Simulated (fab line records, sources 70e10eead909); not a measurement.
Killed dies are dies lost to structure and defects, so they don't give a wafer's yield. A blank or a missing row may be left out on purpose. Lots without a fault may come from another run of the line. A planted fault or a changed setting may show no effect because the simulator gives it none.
fab line records | flow nand_harc
record lots=7 wafers=21 last_day=25
route steps=1159 shown A_SGD_CUT@777 A_SLIT@779
lots that met no fault: from a run of the same line without faults
start_h: hours from the record's first day to the start of the lot's first wafer shown | wait_h: hours since the lot's step before | " the same as in the row above | L1.1+2: a row that stands for several wafers | - no value, or no start given | * or withheld: withheld | < > ~ a bound
route shown NAME@n: a module of which the file shows steps, and the number in the route of the first | usual: mean/standard deviation of fault-free wafers | same: alike in all rows | chamber/n: place in a boat | sites: the reading at each site | _std_site: their standard deviation | _edge_site: outer sites' mean less inner sites' | radius_mm: how far each site lies from the wafer's centre | mask NAME#n: copy n | behind: the tool/chamber that last shaped the wafer | hold: why the lot was held/for how many hours/how that ended | device: the transistor (n, p or np) that didn't switch | end of line: the same wafers' tests at the end of the route | a step without rows: its recipe alone | killed: dies lost to structure and defects at the first sort, not the wafer's yield | map: a wafer's dies, x killed, . not, _ none there
set.NAME: the setting as run; set.NAME@STEP: as run at that earlier step | model.NAME: the simulator's own value behind a step, which no gauge read
lots at some steps of the route; a table a step, a row a wafer
services: from which hour (start_h, from the record's first day; less than 0 if before it) a tool's chamber was out of use, for how many hours, and why
## steps
# step NHARC_A_SGD_CUT_STRIP_28
# recipe time_s=20 o2_flow_sccm=500 ar_flow_sccm=0 bias_w=0 chemistry=O2
# usual drypump_motor_current_A=5.8/0.66 oes_product_au=1.000/0.0098 rf_vpp_V=57.8/0.99 showerhead_plenum_p_Torr=3.50/0.17 throttle_valve_pct=17.035/0.009
# columns lot.wafer tool chamber start_h wait_h drypump_motor_current_A oes_product_au rf_hours_counter_h rf_vpp_V showerhead_plenum_p_Torr throttle_valve_pct
L669.4 rie_diel-04 2 - - 5.7 0.990 1 57.4 3.31 17.037
L669.3 " 1 " " 6.6 1.016 2 56.9 3.47 17.034
L669.6 " 3 " " 5.2 0.997 - 58.9 3.77 17.032
L672.2 rie_diel-06 3 - - 6.4 0.990 9 58.5 3.64 17.029
L672.5 " 1 " " 6.3 0.994 - 59.1 3.36 17.029
L672.6 " 2 " " 5.5 0.996 - 56.6 3.68 17.029
L681.2 rie_diel-05 1 - - 6.4 0.995 4 59.4 3.65 17.020
L681.3 " 2 " " 4.7 0.995 5 56.0 3.35 17.029
L681.1 " 3 " " 6.4 1.005 5 55.7 3.53 17.044
L679.3 rie_diel-05 1 - - 6.4 1.003 6 58.9 3.65 17.022
L679.2 " 3 " " 6.4 1.011 7 58.4 3.52 17.040
L679.6 " 0 " " 4.7 0.996 - 56.3 3.35 17.042
L683.3 rie_diel-06 3 - - 6.4 0.989 14 57.8 3.63 17.032
L683.6 " 3 " " 6.4 0.986 - 55.5 3.63 17.035
L683.5 " 0 " " 6.6 0.980 - 57.7 3.65 17.044
L689.3 rie_diel-05 1 - - 6.3 1.002 12 58.7 3.65 17.036
L689.6 " 0 " " 4.7 1.007 - 56.3 3.35 17.035
L689.5 " 1 " " 6.4 1.011 - 58.4 3.65 17.024
L690.3 rie_diel-04 1 - - 6.6 1.018 11 57.6 3.46 17.021
L690.5 " 3 " " 5.2 0.999 - 58.2 3.76 17.033
L690.6 " 0 " " 5.3 0.999 - 55.9 3.32 17.029
# step NHARC_A_SGD_CUT_INSPECT_25
# usual raw_defect_count=303/84
# columns lot.wafer tool chamber start_h wait_h raw_defect_count
L669.3 defect_inspect-02 - 319.22 - 293
L669.4 " - " " 331
L669.6 " - " " 356
L672.2 defect_inspect-02 - 343.46 - 206
L672.5 " - " " 207
L672.6 " - " " 231
L681.1 defect_inspect-01 - 390.20 - 280
L681.2 " - " " 228
L681.3 " - " " 282
L679.2 defect_inspect-02 - 402.68 - 307
L679.3 " - " " 238
L679.6 " - " " 265
L683.3 defect_inspect-02 - 411.18 - 288
L683.5 " - " " 239
L683.6 " - " " 241
L689.3 defect_inspect-01 - 450.13 - 412
L689.5 " - " " 544
L689.6 " - " " 312
L690.3 defect_inspect-02 - 461.09 - 288
L690.5 " - " " 264
L690.6 " - " " 305
# step NHARC_A_SLIT_DEP_25
# recipe target_thk_a=2000 temp_c=400 pressure_torr=6.5 rf_w=900 teos_flow_sccm=161.4 flow_sccm=2650 target_thk_nm=200 gas=O2 material=SiO2
# usual heater_power_w=537/110 showerhead_vpp_V=1838/100 throttle_valve_pct=16.0/0.54
# columns lot.wafer tool chamber start_h wait_h heater_power_w showerhead_vpp_V throttle_valve_pct
L669.3 pecvd-03 1 319.33 0.1 516 2039 16.5
L669.6 " 1 " " 530 2041 16.6
L669.4 " 2 " " 412 1776 16.2
L672.2 pecvd-04 2 343.75 0.3 670 1835 15.6
L672.6 " 0 " " 518 1758 15.8
L672.5 " 2 " " 686 1847 15.5
L681.3 pecvd-03 1 390.27 0.1 481 2075 17.0
L681.1 " 2 " " 415 1733 16.1
L681.2 " 0 " " 724 1771 16.4
L679.3 pecvd-03 2 402.74 0.1 325 1759 16.4
L679.2 " 1 " " 546 2006 16.8
L679.6 " 0 " " 725 1757 16.4
L683.3 pecvd-04 2 411.29 0.1 649 1869 15.4
L683.6 " 1 " " 541 1795 15.5
L683.5 " 2 " " 664 1846 15.1
L689.3 pecvd-02 2 450.24 0.1 519 1812 15.7
L689.5 " 1 " " 448 1962 15.4
L689.6 " 0 " " 517 1764 16.2
L690.3 pecvd-03 1 461.18 0.1 544 2073 17.1
L690.6 " 1 " " 556 2036 17.4
L690.5 " 0 " " 723 1785 16.5
# step NHARC_A_SLIT_DEP_00
# recipe target_thk_a=32000 temp_c=400 material=aC
# usual throttle_valve_pct=34.999/0.0088
# columns lot.wafer tool chamber start_h wait_h throttle_valve_pct
L669.3 acl_dep-01 0 320.28 - 34.985
L669.4 " 0 " " 35.000
L669.6 " 0 " " 34.985
L672.2 acl_dep-02 0 344.34 - 35.002
L672.5 " 0 " " 34.992
L672.6 " 0 " " 35.003
L681.1 acl_dep-03 0 391.48 - 34.985
L681.2 " 0 " " 35.005
L681.3 " 0 " " 35.007
L679.2 acl_dep-03 0 403.41 - 35.000
L679.3 " 0 " " 34.993
L679.6 " 0 " " 35.004
L683.3 acl_dep-01 0 413.98 - 34.994
L683.5 " 0 " " 34.999
L683.6 " 0 " " 34.986
L689.3 acl_dep-03 0 451.33 - 34.986
L689.5 " 0 " " 34.999
L689.6 " 0 " " 34.986
L690.3 acl_dep-02 0 462.17 - 35.008
L690.5 " 0 " " 35.001
L690.6 " 0 " " 34.988
# step NHARC_A_SLIT_DEP_23
# recipe target_thk_a=1000 target_thk_nm=100 temp_c=400 pressure_torr=3.5 flow_sccm=200 rf_w=350 material=SiON
# usual heater_power_w=728/110 showerhead_vpp_V=1143/57
# columns lot.wafer tool chamber start_h wait_h heater_power_w showerhead_vpp_V
L669.3 pecvd-02 2 321.60 1.0 766 1141
L669.6 " 0 " " 744 1111
L669.4 " 1 " " 608 1241
L672.2 pecvd-04 0 346.01 1.3 734 1111
L672.5 " 0 " " 715 1134
L672.6 " 2 " " 842 1134
L681.2 pecvd-02 2 393.48 1.3 718 1135
L681.3 " 0 " " 752 1120
L681.1 " 1 " " 679 1204
L679.2 pecvd-04 1 405.08 1.3 788 1123
L679.3 " 2 " " 852 1143
L679.6 " 0 " " 632 1102
L683.3 pecvd-04 2 415.35 1.0 850 1139
L683.6 " 1 " " 797 1131
L683.5 " 2 " " 862 1127
L689.3 pecvd-04 1 452.66 1.0 706 1118
L689.6 " 1 " " 705 1126
L689.5 " 0 " " 711 1094
L690.3 pecvd-02 2 463.52 1.0 715 1130
L690.5 " 2 " " 701 1138
L690.6 " 0 " " 631 1098
# step NHARC_A_SLIT_DEHYDRATE_01
# recipe temp_c=150 time_s=120
# step NHARC_A_SLIT_HMDS_02
# recipe time_s=30
# step NHARC_A_SLIT_COAT_03
# recipe spin_rpm=1500 resist_thk_nm=90
# step NHARC_A_SLIT_SOFTBAKE_04
# recipe temp_c=105 time_s=55
# step NHARC_A_SLIT_EBR_05
# step NHARC_A_SLIT_EXPOSE_06
# recipe na=1.35 dose_mj=60.82 mask_id=SLIT
# step NHARC_A_SLIT_PEB_07
# recipe peb_temp_c=100 peb_time_s=65
# step NHARC_A_SLIT_DEVELOP_08
# recipe develop_time_s=35 dev_temp_c=23
# usual chill_plate_temp_C=22.99/0.11 develop_time_s=35/0
# columns lot.wafer tool chamber start_h wait_h chill_plate_temp_C develop_time_s
L669.3 litho_track-01 0 322 - 22.95 35
L669.4 " 0 " " 23.09 35
L669.6 " 0 " " 23.06 35
L672.2 litho_track-06 0 346 - 23.04 35
L672.5 " 0 " " 23.12 35
L672.6 " 0 " " 23.09 35
L681.1 litho_track-04 - 393 - - -
L681.2 " - " " - -
L681.3 " - " " - -
L679.2 litho_track-04 - 405 - - -
L679.3 " - " " - -
L679.6 " - " " - -
L683.3 litho_track-06 - 415 - - -
L683.5 " - " " - -
L683.6 " - " " - -
L689.3 litho_track-04 0 453 - 23.03 35
L689.5 " 0 " " 23.26 35
L689.6 " 0 " " 23.14 35
L690.3 litho_track-01 0 464 - 23.00 35
L690.5 " 0 " " 23.07 35
L690.6 " 0 " " 23.06 35
# step NHARC_A_SLIT_CD_MEAS_09
# recipe target_cd_nm=300 landing_energy_ev=500
# usual cd_nm=300.0/0.56
# columns lot.wafer tool chamber start_h wait_h cd_nm
L669.3 cd_sem-02 0 322.28 - 300.5
L669.4 " 0 " " 300.1
L669.6 " 0 " " 300.0
L672.2 cd_sem-03 0 346.69 - 299.7
L672.5 " 0 " " 299.5
L672.6 " 0 " " 299.4
L681.1 cd_sem-03 0 394.03 - -
L681.2 " 0 " " -
L681.3 " 0 " " -
L679.2 cd_sem-03 0 405.77 - -
L679.3 " 0 " " -
L679.6 " 0 " " -
L683.3 cd_sem-02 0 416.00 - -
L683.5 " 0 " " -
L683.6 " 0 " " -
L689.3 cd_sem-01 0 453.22 - 299.5
L689.5 " 0 " " 299.1
L689.6 " 0 " " 300.1
L690.3 cd_sem-01 0 464.18 - 299.7
L690.5 " 0 " " 299.3
L690.6 " 0 " " 300.0
## services
# columns tool chamber start_h hours kind
acl_dep-01 - 295.47 13.0 pm
pecvd-03 0 305.41 - clean
pecvd-03 1 305.41 - clean
pecvd-03 2 305.41 - clean
rie_diel-05 3 307.16 35.4 repair
litho_track-04 - 316.00 7.0 pm
pecvd-02 - 334.45 13.0 pm
pecvd-02 0 334.45 13.0 vent_cycle
pecvd-02 1 334.45 13.0 vent_cycle
rie_diel-05 - 340.61 9.0 pm
pecvd-04 1 349.16 6.1 repair
acl_dep-02 - 351.95 13.0 pm
pecvd-04 - 376.46 13.0 pm
pecvd-04 0 376.46 13.0 vent_cycle
pecvd-04 1 376.46 13.0 vent_cycle
pecvd-04 2 376.46 13.0 vent_cycle
pecvd-04 0 389.46 - clean
pecvd-04 1 389.46 - clean
pecvd-04 2 389.46 - clean
acl_dep-03 - 406.93 13.0 pm
rie_diel-06 - 418.34 9.0 pm
rie_diel-06 2 439.07 15.7 repair
acl_dep-01 - 440.13 2.3 repair
litho_track-01 - 443.01 7.0 pm
## key
first_sign step=NHARC_A_SLIT_DEVELOP_08 reading=tool_record direction=missing
effect none on later readings
met_at NHARC_A_SLIT_DEVELOP_08
struck_wafers L679.2,L679.3,L679.6,L681.1,L681.2,L681.3,L683.3,L683.5,L683.6
later_rows_left_out L679.2,L679.3,L679.6,L681.1,L681.2,L681.3,L683.3,L683.5,L683.6
sort_left_out L679.2,L679.3,L679.6,L681.1,L681.2,L681.3,L683.3,L683.5,L683.6
tester_left_out L679,L681,L683
fault kind=skipped_step_whole tool=litho_track-04,litho_track-06 chamber=- onset_h=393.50 steps=NHARC_A_SLIT_DEVELOP_08 scope=struck_lots_only
# tester_left_out: of these lots the tester's yield and bins aren't shown, on N5 and GAA mostly nor the transistor test; their killed dies are dies lost to structure and defects alone, not to doping, threshold or leakage, so they don't give the yield
# sort_left_out: the simulated sort isn't trusted on such a fault, so these wafers' sort isn't shown, and their yield isn't known
# later_rows_left_out: the simulator's readings of these wafers behind a module that went badly wrong aren't trusted and aren't shown, but for the sort
